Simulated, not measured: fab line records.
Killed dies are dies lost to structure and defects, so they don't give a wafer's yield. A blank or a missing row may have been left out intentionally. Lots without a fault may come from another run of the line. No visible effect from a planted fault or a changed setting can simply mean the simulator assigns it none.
Matching of chambers    flow n5-finfet    N5_BEOL_M1_DESCUM_33 on rie-diel-03: 4 sister chambers
The step chemistry O2, time 7 s. 8 wafers are shown with their chamber, then 9 later ones without.

== WAFERS WITH THEIR CHAMBER ==
wafer   chamber  showerhead-plenum-p-Torr (Torr)  drypump-motor-current-A (A)
L078.6  2        2.21                             5.4
L077.6  3        2.04                             4.8
L079.2  1        2.14                             5.9
L079.4  1        2.14                             5.9
L079.5  0        1.98                             5.2
L089.1  2        2.21                             5.4
L089.2  0        1.97                             5.3
L089.5  3        2.03                             4.7

== WAFERS MISSING THEIR CHAMBER ==
wafer   showerhead-plenum-p-Torr (Torr)  drypump-motor-current-A (A)
L090.3  2.21                             5.4
L090.5  1.97                             5.2
L090.6  2.03                             4.8
L092.2  2.21                             5.4
L092.3  2.03                             4.7
L092.5  2.21                             5.4
L096.3  2.20                             5.4
L096.4  2.23                             5.3
L096.5  2.12                             5.9

== CHAMBER TAKEN BY EACH ==
wafer    from the rows above   in truth
L090.3   2                     2
L090.5   0                     0
L090.6   3                     3
L092.2   2                     2
L092.3   3                     3
L092.5   2                     2
L096.3   2                     2
L096.4   2                     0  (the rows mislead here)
L096.5   1                     1
Placed correctly: 8 of 9. Number that these rows cannot place: 0. Placed wrongly: 1.
How it was worked out, from the rows above alone: a wafer's distance from a chamber is the root of the sum, over the readings, of the square of ((its reading less the chamber's mean) divided by the reading's scatter). If the next closest chamber is less than 2 further off than the closest, the wafer can't be placed; otherwise it belongs to the closest. Each chamber's mean is taken over the wafers shown for it. The scatter: take each reading less its chamber's mean, square it, sum over the shown wafers, divide by the number of wafers less the number of chambers, and take the root.
